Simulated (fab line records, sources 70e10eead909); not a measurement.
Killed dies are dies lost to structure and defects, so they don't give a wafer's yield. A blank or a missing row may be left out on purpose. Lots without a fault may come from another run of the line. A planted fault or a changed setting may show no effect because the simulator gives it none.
fab line records | flow nand_harc
record lots=6 wafers=18 last_day=33
route steps=1302 shown P_ZERO_WELL@15
lots that met no fault: from a run of the same line without faults
start_h: hours from the record's first day to the start of the lot's first wafer shown | wait_h: hours since the lot's step before | " the same as in the row above | L1.1+2: a row that stands for several wafers | - no value, or no start given | * or withheld: withheld | < > ~ a bound
route shown NAME@n: a module of which the file shows steps, and the number in the route of the first | usual: mean/standard deviation of fault-free wafers | same: alike in all rows | chamber/n: place in a boat | sites: the reading at each site | _std_site: their standard deviation | _edge_site: outer sites' mean less inner sites' | radius_mm: how far each site lies from the wafer's centre | mask NAME#n: copy n | behind: the tool/chamber that last shaped the wafer | hold: why the lot was held/for how many hours/how that ended | device: the transistor (n, p or np) that didn't switch | end of line: the same wafers' tests at the end of the route | a step without rows: its recipe alone | killed: dies lost to structure and defects at the first sort, not the wafer's yield | map: a wafer's dies, x killed, . not, _ none there
set.NAME: the setting as run; set.NAME@STEP: as run at that earlier step | model.NAME: the simulator's own value behind a step, which no gauge read
lots at some steps of the route; a table a step, a row a wafer
services: from which hour (start_h, from the record's first day; less than 0 if before it) a tool's chamber was out of use, for how many hours, and why
## steps
# step NHARC_P_ZERO_WELL_HARDBAKE_12
# recipe temp_c=118 time_s=65
# step NHARC_P_ZERO_WELL_DESCUM_13
# recipe time_s=3 o2_flow_sccm=200 ar_flow_sccm=0 bias_power_w=0 chemistry=O2
# usual drypump_motor_current_A=5.85/0.27 oes_product_au=0.997/0.011 rf_vpp_V=57.6/0.85 showerhead_plenum_p_Torr=1.92/0.092 throttle_valve_pct=11.310/0.0092
# columns lot.wafer tool chamber start_h wait_h drypump_motor_current_A oes_product_au rf_hours_counter_h rf_vpp_V showerhead_plenum_p_Torr throttle_valve_pct
L494.3 rie_diel-03 1 21.30 - 5.93 0.984 10 58.7 2.07 11.292
L494.6 " 2 " " 6.12 0.990 - 56.4 1.81 11.321
L494.5 " 3 " " 5.76 1.013 - 58.0 2.01 11.320
L507.1 rie_diel-02 2 151.42 - 5.58 0.987 32 57.8 1.82 11.297
L507.4 " 3 " " 5.67 0.999 28 58.3 1.87 11.325
L507.5 " 1 " " 6.07 0.998 - 58.6 2.07 11.322
L508.1 rie_diel-02 2 161.30 - 5.60 1.006 34 57.4 1.82 11.322
L508.2 " 3 " " 5.69 0.999 30 59.0 1.87 11.310
L508.5 " 2 " " 5.60 0.996 - 55.8 1.82 11.311
L510.4 rie_diel-13 1 181.54 - 5.61 0.993 3 57.9 1.93 11.309
L510.5 " 2 " " 6.25 1.000 - 57.4 1.85 11.310
L510.6 " 3 " " 6.55 0.998 - 57.3 1.97 11.306
L513.1 rie_diel-03 1 211.39 - 5.89 0.996 16 58.9 2.05 11.315
L513.4 " 3 " " 5.77 1.003 15 58.5 1.99 11.298
L513.6 " 1 " " 5.89 1.002 - 57.6 2.05 11.307
L516.4 rie_diel-03 2 241.43 - 6.11 1.007 27 56.1 1.79 11.305
L516.2 " 1 " " 5.97 1.005 27 57.1 2.05 11.313
L516.6 " 2 " " 6.09 1.001 - 56.5 1.79 11.322
# step NHARC_P_ZERO_WELL_ETCH_65
# recipe target_depth_a=800 overetch_a=240 time_s=87.88 ion_energy_ev=200 n2_flow_sccm=150 h2_flow_sccm=150 ar_flow_sccm=0 rf_w=400 bias_w=150 chemistry=N2/H2
# usual drypump_motor_current_A=5.84/0.26 n2_flow_sccm=150.0/0.42 oes_product_au=0.997/0.011 rf_vpp_V=430.6/2.9 showerhead_plenum_p_Torr=2.04/0.1 throttle_valve_pct=14.171/0.0092
# columns lot.wafer tool chamber start_h wait_h drypump_motor_current_A n2_flow_sccm oes_product_au rf_hours_counter_h rf_vpp_V showerhead_plenum_p_Torr throttle_valve_pct
L494.3 rie_diel-03 2 21.35 0.1 6.09 149.6 0.996 9 427.5 1.93 14.181
L494.6 " 2 " " 6.10 149.8 0.987 - 427.1 1.93 14.203
L494.5 " 3 " " 5.78 149.7 1.011 - 433.4 2.15 14.165
L507.1 rie_diel-02 2 151.50 0.1 5.57 150.1 0.981 32 428.5 1.94 14.181
L507.4 " 0 " " 5.59 150.7 0.980 31 428.0 1.97 14.165
L507.5 " 3 " " 5.64 150.1 1.011 - 428.4 1.99 14.153
L508.1 rie_diel-02 0 161.40 0.1 5.63 149.9 0.988 33 428.7 1.97 14.183
L508.2 " 2 " " 5.57 150.6 0.987 34 427.1 1.94 14.175
L508.5 " 0 " " 5.61 150.2 0.980 - 427.9 1.97 14.170
L510.4 rie_diel-13 1 181.62 0.1 5.62 149.8 0.996 3 430.6 2.06 14.178
L510.5 " 1 " " 5.63 150.6 0.989 - 430.9 2.06 14.177
L510.6 " 2 " " 6.25 149.7 0.991 - 429.0 1.97 14.175
L513.1 rie_diel-03 0 211.48 0.1 5.97 150.1 1.005 14 429.7 2.04 14.170
L513.4 " 3 " " 5.77 149.9 1.004 15 433.7 2.12 14.162
L513.6 " 0 " " 5.97 150.1 1.004 - 431.3 2.04 14.177
L516.4 rie_diel-03 2 241.52 0.1 6.12 150.0 1.006 27 426.3 1.90 14.183
L516.2 " 1 " " 5.93 149.8 1.019 27 434.6 2.19 14.176
L516.6 " 2 " " 6.10 149.9 1.015 - 426.3 1.90 14.183
# step NHARC_P_ZERO_WELL_ETCH_62
# recipe target_depth_a=130 time_s=6.5 chf3_flow_sccm=50 ar_flow_sccm=200 rf_w=500 bias_w=200 chemistry=CHF3/Ar
# usual chf3_flow_sccm=50.03/0.16 drypump_motor_current_A=5.84/0.27 oes_product_au=0.956/0.018 rf_vpp_V=370.6/2.5 showerhead_plenum_p_Torr=2.35/0.11 throttle_valve_pct=20.216/0.0084
# columns lot.wafer tool chamber start_h wait_h chf3_flow_sccm drypump_motor_current_A oes_product_au rf_hours_counter_h rf_vpp_V showerhead_plenum_p_Torr throttle_valve_pct
L494.3 rie_diel-03 3 - - 50.10 5.79 0.959 10 372.7 2.46 20.217
L494.5 " 3 " " 49.92 5.78 0.963 - 373.7 2.46 20.226
L494.6 " 0 " " 50.09 5.96 0.988 - 371.3 2.37 20.226
L507.1 rie_diel-02 2 - - 49.90 5.56 0.954 32 369.2 2.23 20.214
L507.4 " 3 " " 49.63 5.65 0.975 29 370.4 2.29 20.220
L507.5 " 1 " " 50.08 6.06 0.964 - 372.5 2.52 20.218
L508.1 rie_diel-02 3 - - 49.99 5.68 0.971 30 368.3 2.29 20.220
L508.2 " 1 " " 49.89 6.10 0.948 35 374.9 2.52 20.206
L508.5 " 3 " " 50.05 5.67 0.971 - 370.0 2.29 20.217
L510.4 rie_diel-13 3 - - 49.99 6.58 0.947 2 371.0 2.41 20.217
L510.6 " 2 " " 50.07 6.19 0.945 - 369.1 2.27 20.218
L510.5 " 3 " " 49.96 6.55 0.944 - 373.8 2.41 20.213
L513.1 rie_diel-03 2 - - 49.98 6.10 0.967 16 368.6 2.20 20.219
L513.4 " 0 " " 50.12 5.96 0.979 14 370.6 2.35 20.209
L513.6 " 2 " " 50.00 6.09 0.974 - 366.8 2.20 20.221
L516.4 rie_diel-03 1 - - 49.94 5.97 0.987 27 373.6 2.50 20.215
L516.2 " 0 " " 49.83 5.98 0.993 25 369.7 2.34 20.220
L516.6 " 2 " " 50.04 6.10 0.965 - 368.3 2.20 20.224
# step NHARC_P_ZERO_WELL_ETCH_63
# recipe target_depth_a=1200 time_s=40.1 hbr_flow_sccm=150 cl2_flow_sccm=50 rf_w=400 icp_w=400 bias_w=100 chemistry=HBr/Cl2
# usual drypump_motor_current_A=5.8/0.42 oes_product_au=1.001/0.013 throttle_valve_pct=26.404/0.009
# columns lot.wafer tool chamber start_h wait_h drypump_motor_current_A oes_product_au rf_hours_counter_h throttle_valve_pct
L494.3 rie_si-06 1 21.57 - 5.5 1.001 0.8 26.425
L494.5 " 2 " " 5.1 0.990 - 26.411
L494.6 " 3 " " 6.0 0.987 - 26.405
L507.4 rie_si-03 1 151.68 - 5.1 1.005 0.7 26.407
L507.1 " 2 " " 6.5 1.011 0.7 26.399
L507.5 " 0 " " 6.4 1.003 - 26.410
L508.1 rie_si-04 3 161.77 - 6.1 0.983 0.9 26.402
L508.2 " 1 " " 5.8 1.002 0.9 26.393
L508.5 " 2 " " 5.8 0.992 - 26.403
L510.4 rie_si-06 1 181.95 - 5.4 0.992 0.6 26.408
L510.6 " 2 " " 5.2 1.012 - 26.397
L510.5 " 3 " " 6.0 0.999 - 26.404
L513.1 rie_si-04 1 211.65 - 5.8 0.991 0.3 26.408
L513.4 " 0 " " 6.3 1.021 0.3 26.409
L513.6 " 1 " " 5.8 0.989 - 26.408
L516.2 rie_si-06 0 241.69 - 5.9 0.981 1.0 26.401
L516.4 " 2 " " 5.1 1.015 1.0 26.406
L516.6 " 0 " " 5.9 0.974 - 26.391
# step NHARC_P_ZERO_WELL_STRIP_15
# recipe time_s=900 temp_c=130 chemistry=SPM
# step NHARC_P_ZERO_WELL_DEHYDRATE_16
# recipe temp_c=150 time_s=120
# step NHARC_P_ZERO_WELL_HMDS_17
# recipe time_s=30
# step NHARC_P_ZERO_WELL_COAT_18
# recipe spin_rpm=withheld
# step NHARC_P_ZERO_WELL_SOFTBAKE_19
# recipe temp_c=122 time_s=95
# step NHARC_P_ZERO_WELL_EBR_20
# step NHARC_P_ZERO_WELL_EXPOSE_21
# recipe na=0.6 target_cd_nm=720 dose_mj=22.31 mask_id=P_NWELL
# step NHARC_P_ZERO_WELL_PEB_22
# recipe peb_temp_c=118 peb_time_s=85
# usual chill_plate_temp_C=23.00/0.11 exhaust_pa=45.1/1
# columns lot.wafer tool chamber start_h wait_h chill_plate_temp_C exhaust_pa
L494.3 litho_track-03 0 22.37 0.1 22.90 46.0
L494.5 " 0 " " 22.96 45.7
L494.6 " 0 " " 22.96 46.6
L507.1 litho_track-02 - 152.38 0.1 - -
L507.4 " - " " - -
L507.5 " - " " - -
L508.1 litho_track-07 - 162.59 0.1 - -
L508.2 " - " " - -
L508.5 " - " " - -
L510.4 litho_track-03 0 182.63 0.0 22.93 46.9
L510.5 " 0 " " 22.93 45.4
L510.6 " 0 " " 23.03 45.6
L513.1 litho_track-07 0 212.49 0.1 23.02 44.1
L513.4 " 0 " " 23.13 44.8
L513.6 " 0 " " 23.08 46.3
L516.2 litho_track-07 0 242.53 0.1 23.14 43.9
L516.4 " 0 " " 22.90 45.0
L516.6 " 0 " " 23.13 44.7
# step NHARC_P_ZERO_WELL_DEVELOP_23
# recipe time_s=70
## services
# columns tool chamber start_h hours kind
rie_si-04 3 18.77 6.8 repair
rie_diel-02 - 25.77 0.3 repair
rie_diel-02 - 26.46 0.1 repair
rie_diel-02 1 30.51 18.0 repair
rie_si-04 1 32.32 10.1 repair
rie_diel-03 - 37.32 2.5 repair
rie_diel-02 - 39.81 9.0 pm
rie_diel-03 2 50.64 8.7 repair
rie_si-06 - 72.00 9.0 pm
litho_track-07 - 76.00 7.0 pm
rie_diel-13 3 80.01 13.7 repair
rie_diel-02 1 86.64 2.2 repair
litho_track-03 - 100.00 7.0 pm
rie_si-04 3 100.36 2.7 repair
rie_si-06 - 124.11 0.4 repair
rie_diel-02 3 137.90 3.8 repair
rie_diel-02 3 142.98 4.2 repair
rie_diel-03 2 154.62 9.7 repair
rie_diel-03 - 160.34 9.0 pm
rie_diel-13 - 165.67 9.0 pm
rie_diel-03 0 192.77 6.0 repair
rie_diel-02 1 204.14 16.0 repair
rie_diel-02 - 216.81 9.0 pm
rie_diel-03 3 233.18 4.3 repair
## key
first_sign step=NHARC_P_ZERO_WELL_PEB_22 reading=tool_record direction=missing
effect none on later readings
met_at NHARC_P_ZERO_WELL_PEB_22
struck_wafers L507.1,L507.4,L507.5,L508.1,L508.2,L508.5
later_rows_left_out L507.1,L507.4,L507.5,L508.1,L508.2,L508.5
sort_left_out L507.1,L507.4,L507.5,L508.1,L508.2,L508.5
tester_left_out L507,L508
fault kind=skipped_step_whole tool=litho_track-02,litho_track-07 chamber=- onset_h=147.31 steps=NHARC_P_ZERO_WELL_PEB_22 scope=struck_lots_only
# tester_left_out: of these lots the tester's yield and bins aren't shown, on N5 and GAA mostly nor the transistor test; their killed dies are dies lost to structure and defects alone, not to doping, threshold or leakage, so they don't give the yield
# sort_left_out: the simulated sort isn't trusted on such a fault, so these wafers' sort isn't shown, and their yield isn't known
# later_rows_left_out: the simulator's readings of these wafers behind a module that went badly wrong aren't trusted and aren't shown, but for the sort
